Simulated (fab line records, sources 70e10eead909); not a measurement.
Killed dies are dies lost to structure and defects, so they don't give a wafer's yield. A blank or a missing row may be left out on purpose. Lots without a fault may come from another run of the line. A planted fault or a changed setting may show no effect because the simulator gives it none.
fab line records | flow nand_harc
record lots=11 wafers=33 last_day=33
route steps=1302 shown A_CHANNEL_HOLE_D1@478 A_ONON_D2@560 END@1302
lots that met no fault: from a run of the same line without faults
start_h: hours from the record's first day to the start of the lot's first wafer shown | wait_h: hours since the lot's step before | " the same as in the row above | L1.1+2: a row that stands for several wafers | - no value, or no start given | * or withheld: withheld | < > ~ a bound
route shown NAME@n: a module of which the file shows steps, and the number in the route of the first | usual: mean/standard deviation of fault-free wafers | same: alike in all rows | chamber/n: place in a boat | sites: the reading at each site | _std_site: their standard deviation | _edge_site: outer sites' mean less inner sites' | radius_mm: how far each site lies from the wafer's centre | mask NAME#n: copy n | behind: the tool/chamber that last shaped the wafer | hold: why the lot was held/for how many hours/how that ended | device: the transistor (n, p or np) that didn't switch | end of line: the same wafers' tests at the end of the route | a step without rows: its recipe alone | killed: dies lost to structure and defects at the first sort, not the wafer's yield | map: a wafer's dies, x killed, . not, _ none there
set.NAME: the setting as run; set.NAME@STEP: as run at that earlier step | model.NAME: the simulator's own value behind a step, which no gauge read
steps of the route over a sample of lots; a table a step, a row a wafer
services: from which hour (start_h, from the record's first day; less than 0 if before it) a tool's chamber was out of use, for how many hours, and why
## steps
# step NHARC_A_CHANNEL_HOLE_D1_ETCH_26
# recipe bias_v=300 source_w=2000 pressure_mtorr=30 time_s=224.1 ar_flow_sccm=375 c4f8_flow_sccm=11.4 o2_flow_sccm=113.6 temp_c=-20 target_depth_a=3000 chemistry=C4F8/O2/Ar
# usual drypump_motor_current_A=5.9/0.46 he_backside_leak_sccm=6.1/0.82 showerhead_plenum_p_Torr=3.67/0.057 throttle_valve_pct=24.585/0.0088
# columns lot.wafer tool chamber start_h wait_h drypump_motor_current_A he_backside_leak_sccm rf_hours_counter_h showerhead_plenum_p_Torr throttle_valve_pct
L478.2 har_etch-01 0 213.41 0.7 6.2 5.7 106 3.62 24.587
L478.1 " 1 " " 5.8 5.2 106 3.73 24.582
L478.5 " 1 " " 5.8 5.1 - 3.73 24.578
L479.2 har_etch-01 1 219.05 0.7 5.8 5.0 110 3.73 24.589
L479.3 " 1 " " 5.8 5.0 - 3.73 24.587
L479.6 " 0 " " 6.2 5.9 - 3.62 24.599
L485.2 har_etch-01 0 279.77 0.7 6.2 6.1 145 3.60 24.582
L485.1 " 1 " " 5.8 9.2 145 3.71 24.600
L485.6 " 1 " " 5.8 5.5 - 3.71 24.581
L486.1 har_etch-01 1 301.69 0.7 5.8 5.5 156 3.70 24.591
L486.3 " 0 " " 6.2 5.9 - 3.59 24.589
L486.6 " 1 " " 5.8 5.3 - 3.70 24.588
L492.2 har_etch-01 0 354.35 0.7 6.2 6.3 191 3.57 24.575
L492.4 " 0 " " 6.2 6.3 - 3.57 24.591
L492.6 " 1 " " 5.8 5.5 - 3.68 24.578
L493.2 har_etch-02 1 357.89 0.6 5.1 8.2 405 3.68 24.583
L493.4 " 0 " " 6.4 6.2 - 3.68 24.583
L493.3 " 1 " " 5.1 7.9 - 3.69 24.576
L494.3 har_etch-01 0 370.75 0.4 6.2 6.3 - 3.57 24.574
L494.6 " 1 " " 5.8 5.6 - 3.68 24.589
L494.5 " 0 " " 6.2 6.0 - 3.57 24.572
L495.1 har_etch-01 1 393.53 0.6 5.8 6.2 218 3.67 24.571
L495.4 " 0 " " 6.2 6.4 - 3.56 24.597
L495.5 " 1 " " 5.8 6.0 - 3.67 24.576
L496.1 har_etch-01 0 401.48 0.7 6.2 6.5 225 3.55 24.594
L496.5 " 0 " " 6.2 6.7 - 3.55 24.587
L496.6 " 1 " " 5.8 5.7 - 3.66 24.588
L497.1 har_etch-02 0 401.67 0.6 6.4 5.1 7 3.67 24.582
L497.3 " 0 " " 6.4 5.3 - 3.67 24.584
L497.5 " 0 " " 6.4 5.2 - 3.67 24.583
L498.1 har_etch-01 0 408.40 0.7 6.2 6.4 229 3.55 24.593
L498.3 " 0 " " 6.2 6.4 - 3.55 24.582
L498.6 " 1 " " 5.8 5.4 - 3.66 24.584
# step NHARC_A_CHANNEL_HOLE_D1_ETCH_44
# recipe target_depth_a=1400 overetch_a=140 time_s=77 ion_energy_ev=100 cf4_flow_sccm=80 o2_flow_sccm=20 ar_flow_sccm=0 rf_w=300 bias_w=100 chemistry=CF4/O2
# usual drypump_motor_current_A=5.7/0.46 oes_product_au=1.000/0.0093 rf_vpp_V=198.1/1.3 showerhead_plenum_p_Torr=1.36/0.057 throttle_valve_pct=13.398/0.0084
# columns lot.wafer tool chamber start_h wait_h drypump_motor_current_A oes_product_au rf_hours_counter_h rf_vpp_V showerhead_plenum_p_Torr throttle_valve_pct
L478.2 rie_diel-05 2 214.36 0.1 6.4 0.995 13 197.5 1.29 13.394
L478.1 " 3 " " 6.0 1.017 11 198.9 1.39 13.392
L478.5 " 1 " " 5.7 0.997 - 199.2 1.40 13.406
L479.2 rie_diel-05 3 220.00 0.0 6.0 1.016 12 198.9 1.39 13.414
L479.3 " 0 " " 5.2 1.008 12 197.9 1.35 13.402
L479.6 " 3 " " 6.0 1.023 - 199.8 1.39 13.410
L485.2 rie_diel-05 2 280.73 0.1 6.3 1.009 4 196.2 1.29 13.386
L485.1 " 3 " " 6.0 1.006 5 199.9 1.39 13.389
L485.6 " 0 " " 5.2 0.996 - 197.9 1.35 13.388
L486.1 rie_diel-05 0 302.64 0.1 5.2 0.997 8 197.3 1.35 13.404
L486.3 " 1 " " 5.7 0.986 7 199.4 1.40 13.397
L486.6 " 0 " " 5.2 0.986 - 197.6 1.35 13.405
L492.2 rie_diel-05 1 355.34 0.1 5.7 0.991 11 198.7 1.40 13.388
L492.4 " 3 " " 6.0 1.006 12 198.0 1.39 13.392
L492.6 " 0 " " 5.2 0.991 - 198.7 1.35 13.415
L493.2 rie_diel-05 0 358.80 0.1 5.2 0.993 13 198.3 1.35 13.395
L493.4 " 2 " " 6.3 1.006 11 198.1 1.29 13.386
L493.3 " 3 " " 6.0 0.987 12 197.8 1.39 13.388
L494.3 rie_diel-05 1 371.61 0.1 5.7 0.991 12 198.6 1.40 13.392
L494.6 " 3 " " 6.0 0.988 - 199.4 1.39 13.392
L494.5 " 0 " " 5.2 0.987 - 196.3 1.35 13.400
L495.1 rie_diel-06 1 394.48 0.1 5.2 1.004 25 199.0 1.43 13.397
L495.4 " 2 " " 4.9 0.997 29 197.2 1.31 13.394
L495.5 " 2 " " 4.9 0.996 - 197.3 1.31 13.390
L496.1 rie_diel-09 0 402.45 0.1 5.9 0.993 23 198.6 1.43 13.401
L496.5 " 1 " " 6.3 1.009 - 198.6 1.42 13.396
L496.6 " 2 " " 5.6 0.987 - 196.5 1.25 13.410
L497.3 rie_diel-05 3 402.62 0.1 6.0 1.000 15 197.8 1.39 13.391
L497.1 " 1 " " 5.7 0.994 14 199.9 1.40 13.401
L497.5 " 2 " " 6.4 1.004 - 197.1 1.29 13.402
L498.3 rie_diel-06 0 409.35 0.1 5.4 1.010 30 196.8 1.27 13.386
L498.1 " 1 " " 5.3 1.011 29 200.0 1.43 13.401
L498.6 " 3 " " 5.4 0.999 - 196.5 1.25 13.410
# step NHARC_A_CHANNEL_HOLE_D1_STRIP_27
# recipe o2_flow_sccm=500 ar_flow_sccm=0 bias_w=0 chemistry=O2
# usual drypump_motor_current_A=5.7/0.46 oes_product_au=0.999/0.009 rf_vpp_V=58.0/1 showerhead_plenum_p_Torr=3.58/0.15 throttle_valve_pct=17.036/0.0085
# columns lot.wafer tool chamber start_h wait_h drypump_motor_current_A oes_product_au rf_hours_counter_h rf_vpp_V showerhead_plenum_p_Torr throttle_valve_pct
L478.2 rie_diel-05 1 - - 5.7 0.994 13 59.1 3.71 17.035
L478.1 " 2 " " 6.4 0.999 13 58.4 3.42 17.023
L478.5 " 0 " " 5.2 0.996 - 57.3 3.58 17.031
L479.3 rie_diel-05 1 - - 5.7 0.994 13 57.9 3.70 17.038
L479.2 " 2 " " 6.4 1.009 13 57.4 3.42 17.041
L479.6 " 1 " " 5.7 0.995 - 58.8 3.70 17.017
L485.1 rie_diel-05 3 - - 6.0 1.006 5 59.3 3.66 17.046
L485.2 " 1 " " 5.7 0.987 4 58.7 3.70 17.030
L485.6 " 0 " " 5.2 0.996 - 57.7 3.57 17.035
L486.3 rie_diel-05 1 - - 5.7 0.982 7 58.2 3.70 17.044
L486.1 " 0 " " 5.2 0.996 8 56.6 3.57 17.026
L486.6 " 2 " " 6.3 1.013 - 57.1 3.42 17.042
L492.4 rie_diel-05 3 - - 6.1 0.998 12 59.2 3.66 17.047
L492.2 " 1 " " 5.7 0.995 11 58.6 3.70 17.043
L492.6 " 0 " " 5.2 0.994 - 56.5 3.57 17.038
L493.4 rie_diel-05 0 - - 5.2 0.997 13 58.5 3.57 17.046
L493.2 " 1 " " 5.7 0.988 11 58.7 3.70 17.039
L493.3 " 2 " " 6.4 1.014 11 58.3 3.41 17.034
L494.3 rie_diel-05 1 - - 5.7 0.989 12 57.3 3.70 17.030
L494.5 " 3 " " 6.0 0.997 - 57.9 3.66 17.026
L494.6 " 0 " " 5.2 0.995 - 57.7 3.57 17.031
L495.1 rie_diel-06 0 - - 5.4 1.000 23 57.4 3.36 17.047
L495.4 " 1 " " 5.2 0.993 25 57.6 3.76 17.033
L495.5 " 0 " " 5.4 0.989 - 58.6 3.36 17.037
L497.3 rie_diel-05 3 - - 6.0 1.004 15 58.8 3.66 17.032
L497.1 " 1 " " 5.7 0.986 14 58.2 3.70 17.041
L497.5 " 2 " " 6.4 1.004 - 56.2 3.41 17.023
L496.1 rie_diel-09 3 - - 6.2 0.996 26 59.0 3.76 17.046
L496.6 " 2 " " 5.6 0.996 - 57.1 3.31 17.037
L496.5 " 3 " " 6.3 0.996 - 58.6 3.76 17.039
L498.1 rie_diel-06 0 - - 5.4 1.005 30 57.4 3.36 17.032
L498.3 " 1 " " 5.3 0.995 29 59.3 3.76 17.032
L498.6 " 3 " " 5.4 0.996 - 57.2 3.31 17.050
# step NHARC_A_ONON_D2_DEP_22
# recipe target_thk_a=10000 n2_flow_sccm=2750 n2o_flow_sccm=2000 nh3_flow_sccm=500 sih4_flow_sccm=210 temp_c=400
# columns lot.wafer tool chamber start_h wait_h
L478.1+2+5 pecvd_onon-02 0 304.56 0.1
L479.2+3+6 pecvd_onon-01 0 322.78 0.1
L485.1+2+6 pecvd_onon-01 0 375.25 0.1
L486.1+3+6 pecvd_onon-01 0 401.33 0.1
L493.2+3+4 pecvd_onon-02 0 453.22 0.1
L492.2+4+6 pecvd_onon-04 0 453.23 0.1
L494.3+5+6 pecvd_onon-01 0 471.89 0.2
L495.1+4+5 pecvd_onon-01 0 492.27 0.1
L496.1+5+6 pecvd_onon-02 0 492.28 0.1
L497.1+3+5 pecvd_onon-01 0 492.62 0.4
L498.1+3+6 pecvd_onon-01 0 507.88 0.1
# step NHARC_A_ONON_D2_THK_MEAS_24
# recipe thk_meas_gauge=ellipsometry
# usual thk_nm=1003/11
# columns lot.wafer tool chamber start_h wait_h thk_nm
L478.1 film_metro-02 - 305.08 - 1010
L478.2 " - " " 1009
L478.5 " - " " 1009
L479.2 film_metro-02 - 323.23 - 1006
L479.3 " - " " 1008
L479.6 " - " " 1006
L485.1 film_metro-01 - 375.75 - 294
L485.2 " - " " 296
L485.6 " - " " 296
L486.1 film_metro-01 - 401.83 - 275
L486.3 " - " " 277
L486.6 " - " " 275
L493.2 film_metro-02 - 453.68 - 999
L493.3 " - " " 999
L493.4 " - " " 1001
L492.2 film_metro-01 - 453.69 - 994
L492.4 " - " " 992
L492.6 " - " " 993
L494.3 film_metro-02 - 472.29 - 1012
L494.5 " - " " 1009
L494.6 " - " " 1012
L495.1 film_metro-01 - 492.78 - 1015
L495.4 " - " " 1014
L495.5 " - " " 1016
L496.1 film_metro-02 - 492.79 - 1007
L496.5 " - " " 1006
L496.6 " - " " 1007
L497.1 film_metro-02 - 493.13 - 1005
L497.3 " - " " 1004
L497.5 " - " " 1007
L498.1 film_metro-02 - 508.38 - 997
L498.3 " - " " 996
L498.6 " - " " 997
# step NHARC_END_SORT_01
# recipe temp_c=25
# usual killed_at_array=55/22 killed_at_other=1.1/1.4 killed_at_periphery=4/3.2 killed_dies=59/22 killed_open=3.3/1.8 killed_short=2.5/1.5
# same gross_dies=677
# columns lot.wafer tool chamber start_h wait_h killed_at_array killed_at_other killed_at_periphery killed_dies killed_open killed_short
L485.1 prober-02 0 653.07 2.5 667 0 10 677 3 2
L485.2 prober-02 0 653.87 2.8 669 0 8 677 4 6
L485.6 prober-02 0 657.05 4.0 673 0 4 677 4 1
L486.1 prober-01 0 679.40 2.5 664 2 11 677 3 6
L486.3 prober-01 0 681.00 3.1 671 0 6 677 1 0
L486.6 prober-01 0 683.41 4.0 667 3 7 677 4 3
# killed by level:class
L485.1 A_ONON_D2:area_dep=626 A_CHANNEL_HOLE_D2:chamber_film_flake=17 A_CONTACT:chamber_film_flake=10 A_CHANNEL_HOLE_D1:chamber_film_flake=6 A_STAIRCASE:chamber_film_flake=3 P_GATE:chamber_film_flake=2 P_BONDPAD:chamber_film_flake=2 A_SLIT:chamber_film_flake=2
L485.2 A_ONON_D2:area_dep=629 A_CHANNEL_HOLE_D2:chamber_film_flake=19 A_CHANNEL_HOLE_D1:chamber_film_flake=6 A_STAIRCASE:chamber_film_flake=4 P_CONTACT:geometric_particle:short=2 A_CHANNEL_FILL_D2:geometric_particle:short=2 P_STI:chamber_film_flake=2 P_GATE:chamber_film_flake=2
L485.6 A_ONON_D2:area_dep=632 A_CHANNEL_HOLE_D2:chamber_film_flake=17 A_CHANNEL_HOLE_D1:chamber_film_flake=7 A_CONTACT:chamber_film_flake=6 A_CHANNEL_FILL_D2:chamber_film_flake=3 P_BONDPAD:chamber_film_flake=2 A_SLIT:chamber_film_flake=2 P_CONTACT:geometric_particle:open=1
L486.1 A_ONON_D2:area_dep=645 A_CHANNEL_HOLE_D1:chamber_film_flake=5 P_GATE:chamber_film_flake=4 A_CONTACT:chamber_film_flake=4 P_BONDPAD:chamber_film_flake=3 A_CHANNEL_HOLE_D2:chamber_film_flake=3 P_M1:geometric_particle:short=2 P_STI:geometric_particle:open=1
L486.3 A_ONON_D2:area_dep=657 A_CHANNEL_HOLE_D1:chamber_film_flake=6 P_BONDPAD:chamber_film_flake=5 A_CHANNEL_HOLE_D2:chamber_film_flake=2 A_CONTACT:chamber_film_flake=2 A_CHANNEL_FILL_D1:geometric_particle:open=1 P_GATE:chamber_film_flake=1 A_SLIT:chamber_film_flake=1
L486.6 A_ONON_D2:area_dep=639 A_CHANNEL_FILL_D2:chamber_film_flake=7 P_GATE:chamber_film_flake=4 A_CHANNEL_HOLE_D1:chamber_film_flake=4 A_CONTACT:chamber_film_flake=4 A_CHANNEL_HOLE_D2:chamber_film_flake=3 A_M0:geometric_particle:open=2 P_BONDPAD:chamber_film_flake=2
## services
# columns tool chamber start_h hours kind
rie_diel-05 0 208.89 - clean
rie_diel-05 1 208.89 - clean
rie_diel-05 2 208.89 - clean
rie_diel-05 3 208.89 - clean
rie_diel-06 - 216.99 1.8 repair
rie_diel-05 - 229.79 9.0 pm
rie_diel-05 0 229.79 9.0 vent_cycle
rie_diel-09 - 265.30 0.1 repair
pecvd_onon-01 - 269.95 13.0 pm
rie_diel-09 2 293.91 3.8 repair
rie_diel-06 - 308.10 9.0 pm
pecvd_onon-04 - 311.00 13.0 pm
rie_diel-09 - 320.45 9.0 pm
rie_diel-05 1 352.12 3.1 repair
pecvd_onon-02 - 366.28 13.0 pm
har_etch-02 - 377.00 17.0 pm
rie_diel-05 2 387.36 3.9 repair
rie_diel-05 0 399.93 8.0 repair
rie_diel-05 - 406.79 9.0 pm
har_etch-01 - 414.29 0.2 repair
pecvd_onon-01 - 450.95 13.0 pm
rie_diel-06 - 485.10 9.0 pm
pecvd_onon-04 - 492.06 13.0 pm
rie_diel-09 - 497.45 9.0 pm
## key
first_sign step=NHARC_A_ONON_D2_THK_MEAS_24 reading=thk_nm direction=down sigmas=68 usual=1003 struck=286
effect step=NHARC_END_SORT_01 reading=killed_dies direction=up sigmas=28 usual=59 struck=677
more_kills_born_at NHARC_A_ONON_D2_DEP_22@pecvd_onon-01=3828
met_at NHARC_A_ONON_D2_DEP_22
struck_lots L485,L486
later_rows_left_out L485.1,L485.2,L485.6,L486.1,L486.3,L486.6
tester_left_out L485,L486
not_acting_at NHARC_A_CHANNEL_HOLE_D1_ETCH_26,NHARC_A_CHANNEL_HOLE_D1_ETCH_44,NHARC_A_CHANNEL_HOLE_D1_STRIP_27
onset_between 322.78 375.25
fault kind=process_parameter_drift tool=pecvd_onon-01 chamber=- onset_h=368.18 steps=NHARC_A_ONON_D2_DEP_22 channel=target_thk_a offset=* shape=step end_h=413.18 acts_in=* stated=*
# tester_left_out: of these lots the tester's yield and bins aren't shown, on N5 and GAA mostly nor the transistor test; their killed dies are dies lost to structure and defects alone, not to doping, threshold or leakage, so they don't give the yield
# later_rows_left_out: the simulator's readings of these wafers behind a module that went badly wrong aren't trusted and aren't shown, but for the sort
